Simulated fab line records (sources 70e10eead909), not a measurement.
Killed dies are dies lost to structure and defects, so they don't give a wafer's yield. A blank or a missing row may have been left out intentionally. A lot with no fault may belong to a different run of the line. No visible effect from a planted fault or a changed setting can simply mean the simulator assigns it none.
Which of the tools did it? :: flow nand-harc :: Sampling: 6 lots, 18 wafers, 2 of 1159 route steps

WHAT EACH GAUGE READ, for each wafer
NHARC_A_CHANNEL_HOLE_D1_INSPECT_40.
lot: L139
measured: day 9 00:29
on: defect-inspect-01
raw-defect-count: 70 54 67

lot: L140
measured: day 9 12:28
on: defect-inspect-01
raw-defect-count: 64 49 45

lot: L145
measured: day 10 03:42
on: defect-inspect-01
raw-defect-count: 53 39 47

lot: L148
measured: day 12 00:09
on: defect-inspect-02
raw-defect-count: 755 750 786

lot: L156
measured: day 12 20:55
on: defect-inspect-02
raw-defect-count: 74 56 63

lot: L160
measured: day 14 06:29
on: defect-inspect-01
raw-defect-count: 56 66 55

TOOL THAT RAN EACH LOT (tool first, then ch and the chambers of the sampled wafers, then the start)
lot: L139
NHARC_A_CHANNEL_HOLE_D1_ETCH_19: har-etch-02 ch 0,1, day 8 18:40

lot: L140
NHARC_A_CHANNEL_HOLE_D1_ETCH_19: har-etch-01 ch 0,1, day 9 06:27

lot: L145
NHARC_A_CHANNEL_HOLE_D1_ETCH_19: har-etch-02 ch 1, day 9 22:00

lot: L148
NHARC_A_CHANNEL_HOLE_D1_ETCH_19: har-etch-01 ch 0, day 11 18:26

lot: L156
NHARC_A_CHANNEL_HOLE_D1_ETCH_19: har-etch-02 ch 0,1, day 12 14:53

lot: L160
NHARC_A_CHANNEL_HOLE_D1_ETCH_19: har-etch-02 ch 0,1, day 14 00:46
- NHARC_A_CHANNEL_HOLE_D1_ETCH_19: etches the open film in C4F8/O2/Ar, time 34.5 s.

THE ANSWER, worked out from the rows above alone
Rule: what is usual is taken from the lots themselves. Put in order of their means at a reading, lots are off if they are a third of the lots or fewer, leave a main group of 4 or more, and stand apart from it by a gap of 3 or more times the standard deviation of the main group's means; of several such gaps the widest counts. Not used: any main group whose means are identical at the precision the tables above print for the reading. Also off: a lot with no number at a reading for which 4 or more lots have one. Any other lot the step has rows for is counted as sound.
Off: L148, at NHARC_A_CHANNEL_HOLE_D1_INSPECT_40 (raw-defect-count). Main group: mean 57, sd 6.8.
A tool fits if, at a process step before that reading, it ran every lot that is off, and no sound lot after the first of them. Those tools and the gauges at NHARC_A_CHANNEL_HOLE_D1_INSPECT_40 are tried in the same way. One fits: NHARC_A_CHANNEL_HOLE_D1_ETCH_19 on har-etch-01. Its last sound lot is L140 (day 9 06:27), its first lot that is off L148 (day 11 18:26): a fault that began between those two fits.

WHAT THE SIMULATOR HAD INSERTED
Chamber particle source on har-etch-01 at NHARC_A_CHANNEL_HOLE_D1_ETCH_19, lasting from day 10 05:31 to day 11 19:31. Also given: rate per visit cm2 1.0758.
Struck lots among those shown: L148. This agrees with what the rule above found.
